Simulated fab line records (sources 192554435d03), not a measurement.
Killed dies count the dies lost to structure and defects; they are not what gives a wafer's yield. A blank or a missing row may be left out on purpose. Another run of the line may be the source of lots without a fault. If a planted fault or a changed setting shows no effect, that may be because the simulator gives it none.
Matching of chambers :: flow n5Finfet :: aldMetal-03 running N5_BEOL_M1_ALD_84: 4 sister chambers
The step deposits TaN, pulse time 2 s, purge time 3 s, co reactant purge time 2 s. 20 wafers are shown with their chamber, then 10 later ones without.

WAFERS, EACH WITH ITS CHAMBER
wafer: L074.1
chamber: 1
heaterPowerW (W): 395
mfcCarrierSccm (sccm): 1497

wafer: L074.3
chamber: 2
heaterPowerW (W): 469
mfcCarrierSccm (sccm): 1499

wafer: L074.6
chamber: 0
heaterPowerW (W): 435
mfcCarrierSccm (sccm): 1502

wafer: L075.2
chamber: 2
heaterPowerW (W): 487
mfcCarrierSccm (sccm): 1498

wafer: L075.4
chamber: 0
heaterPowerW (W): 450
mfcCarrierSccm (sccm): 1503

wafer: L075.6
chamber: 3
heaterPowerW (W): 425
mfcCarrierSccm (sccm): 1506

wafer: L079.1
chamber: 1
heaterPowerW (W): 391
mfcCarrierSccm (sccm): 1493

wafer: L079.4
chamber: 2
heaterPowerW (W): 469
mfcCarrierSccm (sccm): 1497

wafer: L079.6
chamber: 3
heaterPowerW (W): 415
mfcCarrierSccm (sccm): 1507

wafer: L080.1
chamber: 1
heaterPowerW (W): 398
mfcCarrierSccm (sccm): 1494

wafer: L080.4
chamber: 3
heaterPowerW (W): 417
mfcCarrierSccm (sccm): 1496

wafer: L080.6
chamber: 2
heaterPowerW (W): 462
mfcCarrierSccm (sccm): 1513

wafer: L081.1
chamber: 1
heaterPowerW (W): 400
mfcCarrierSccm (sccm): 1505

wafer: L081.3
chamber: 2
heaterPowerW (W): 467
mfcCarrierSccm (sccm): 1495

wafer: L081.4
chamber: 0
heaterPowerW (W): 437
mfcCarrierSccm (sccm): 1497

wafer: L086.1
chamber: 2
heaterPowerW (W): 471
mfcCarrierSccm (sccm): 1502

wafer: L086.5
chamber: 1
heaterPowerW (W): 404
mfcCarrierSccm (sccm): 1496

wafer: L086.6
chamber: 2
heaterPowerW (W): 469
mfcCarrierSccm (sccm): 1500

wafer: L087.1
chamber: 0
heaterPowerW (W): 452
mfcCarrierSccm (sccm): 1501

wafer: L087.2
chamber: 1
heaterPowerW (W): 400
mfcCarrierSccm (sccm): 1491

SIGNATURES (means of the wafers above)
reading: heaterPowerW
chamber 0: 443.50
chamber 1: 398.00
chamber 2: 470.57
chamber 3: 419.00
scatter within a chamber: 6.85

reading: mfcCarrierSccm
chamber 0: 1500.75
chamber 1: 1496.00
chamber 2: 1500.57
chamber 3: 1503.00
scatter within a chamber: 5.15
Rule: a wafer's distance from a chamber is the root of the sum, over the readings, of the square of ((its reading less the chamber's mean) divided by the reading's scatter). The wafer belongs to the nearest chamber; if the next one is less than 2 further off, it can't be placed. The scatter is the square root of a quotient: the sum, over the shown wafers, of each reading's squared deviation from its chamber's mean, divided by wafers minus chambers.

WAFERS WITH NO CHAMBER GIVEN
wafer: L087.5
heaterPowerW (W): 425
mfcCarrierSccm (sccm): 1508

wafer: L090.3
heaterPowerW (W): 426
mfcCarrierSccm (sccm): 1491

wafer: L090.4
heaterPowerW (W): 469
mfcCarrierSccm (sccm): 1499

wafer: L090.5
heaterPowerW (W): 424
mfcCarrierSccm (sccm): 1503

wafer: L091.1
heaterPowerW (W): 475
mfcCarrierSccm (sccm): 1495

wafer: L091.2
heaterPowerW (W): 411
mfcCarrierSccm (sccm): 1501

wafer: L091.6
heaterPowerW (W): 480
mfcCarrierSccm (sccm): 1503

wafer: L094.1
heaterPowerW (W): 430
mfcCarrierSccm (sccm): 1486

wafer: L094.2
heaterPowerW (W): 479
mfcCarrierSccm (sccm): 1490

wafer: L094.5
heaterPowerW (W): 435
mfcCarrierSccm (sccm): 1503

EACH ONE'S CHAMBER
wafer: L087.5
from the rows above: can't be placed: 3 or 0
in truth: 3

wafer: L090.3
from the rows above: can't be placed: 3 or 0 or 1
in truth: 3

wafer: L090.4
from the rows above: 2
in truth: 2

wafer: L090.5
from the rows above: 3
in truth: 3

wafer: L091.1
from the rows above: 2
in truth: 2

wafer: L091.2
from the rows above: can't be placed: 3 or 1
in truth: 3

wafer: L091.6
from the rows above: 2
in truth: 2

wafer: L094.1
from the rows above: can't be placed: 0 or 3 or 1
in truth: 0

wafer: L094.2
from the rows above: 2
in truth: 2

wafer: L094.5
from the rows above: can't be placed: 0 or 3
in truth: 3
Placed correctly: 5 of 10. Unplaceable from these rows: 5, with the true chamber sitting among the candidates in 5. 0 placed wrongly.
